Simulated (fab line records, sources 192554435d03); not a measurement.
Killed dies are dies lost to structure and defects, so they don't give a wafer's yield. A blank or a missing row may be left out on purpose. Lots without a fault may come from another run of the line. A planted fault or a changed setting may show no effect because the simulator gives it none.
Problem report in the 8D (eight disciplines) form, filled by code | flow n5_finfet | the parts of the form that need people (team, actions taken, sign-off) are left out

1. THE PROBLEM
thk_nm at N5_FIN_SAQP_THK_MEAS_05 reads a mean of 31.9 nm on 1 wafer of 1 lot; wafers without a fault read 38.2 nm with a standard deviation of 0.52. That is -12 standard deviations from the usual mean.
First seen on wafer L569.3, day 4 15:01, on film_metro-01. The record holds 24 wafers of 8 lots with a number at this step. Rule for "out", or "out of limits": more than 4 standard deviations from the usual mean. The other wafers with a number count as sound.

2. WHAT IT IS AND WHAT IT IS NOT
question                    | is               | is not
which readings at this step | thk_nm           | -
which lots                  | L569             | L562, L568, L572, L575, L578, L579, L581
which wafers of those lots  | L569.3           | L569.2, L569.6
read on which gauges        | film_metro-01    | film_metro-02
when                        | from day 4 15:01 | up to then (8 sound wafers); but 15 sound wafers of L572, L575, L578, L579, L581 came after

3. SUSPECTS, AND WHAT RULES EACH OUT
Counting: a tool at a process step up to the reading stays a suspect if it ran every lot that is out. Sound lots after the first of them don't rule it out here, since some wafers of a struck lot are sound.
- the gauge at N5_FIN_SAQP_THK_MEAS_05: ruled out. All the wafers that are out were read on film_metro-01, but those of them that N5_FIN_SAQP_HM_OPEN_33 has rows for are out there too, on other tools.
- pecvd-04 at N5_PMOS_HMC_CHANNEL_EPI_HM_DEP_34 (deposits SiO2 from TEOS/O2, target thk 36 nm, time 6.9 s): kept. It ran the lot that is out, L569 (day 4 10:44).
- rie_diel-03 at N5_PMOS_HMC_CHANNEL_EPI_DESCUM_14 (chemistry O2, time 7.9 s): kept. It ran the lot that is out, L569 (day 4 11:14); its last sound lot up to then is L568 (day 4 05:25).
- pecvd-01 at N5_FIN_SAQP_HM_DEP_03 (deposits SiNx from SiH4/NH3/N2, target thk 38 nm, time 33.6 s): kept. It ran the lot that is out, L569 (day 4 14:53); its last sound lot up to then is L568 (day 4 08:47).
- Within pecvd-04 at N5_PMOS_HMC_CHANNEL_EPI_HM_DEP_34: the wafers that are out ran in chamber 1; their sound lot-mates ran in chambers 0, 2.
- Within rie_diel-03 at N5_PMOS_HMC_CHANNEL_EPI_DESCUM_14: the wafers that are out ran in chamber 3; their sound lot-mates ran in chambers 1, 2.
Left after counting: pecvd-04 at N5_PMOS_HMC_CHANNEL_EPI_HM_DEP_34, rie_diel-03 at N5_PMOS_HMC_CHANNEL_EPI_DESCUM_14, pecvd-01 at N5_FIN_SAQP_HM_DEP_03.

4. THE CAUSE (what the simulator had put in)
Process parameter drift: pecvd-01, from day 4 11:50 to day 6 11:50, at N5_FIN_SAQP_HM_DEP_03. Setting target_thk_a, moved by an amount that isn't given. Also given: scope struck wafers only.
Counting left 3 suspects, and this tool is among them.

5. THE CHAIN OF EFFECTS, in route order
Each row: a reading whose mean over the struck wafers that have a number lies more than 3 standard deviations from the usual. Only readings for which the record gives a usual standard deviation are gone through. hours: the time from each lot's start at the first step in this table that gives one to its start at this step, as a median over the lots. sigmas: the change in usual standard deviations.
hours | step                    | reading           | usual   | on struck wafers | change | sigmas
0     | N5_FIN_SAQP_THK_MEAS_05 | thk_nm            | 38.2 nm | 31.9             | -6.3   | -12
8     | N5_FIN_SAQP_HM_OPEN_33  | etch_rf_on_time_s | 69.9 s  | 60.4             | -9.5   | -5.9
The process steps in it:
- N5_FIN_SAQP_HM_OPEN_33: chemistry CH3F/O2, target SiNx, target depth 49.4 nm, time 70.6 s.

6. WHAT WOULD HAVE CAUGHT IT SOONER
In this record the first reading out of limits at a measuring or inspecting step was taken at day 4 15:01, 3 hours after the fault began at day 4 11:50.
Of the tool readings at N5_FIN_SAQP_HM_DEP_03 for which the record gives a usual standard deviation, none was out on any struck wafer, so an alarm limit of 4 standard deviations on them would not have fired.
All the lots that are out (1) had begun N5_FIN_SAQP_HM_DEP_03 on pecvd-01 by day 4 15:01. A hold on the tool at that time would have spared none of them.
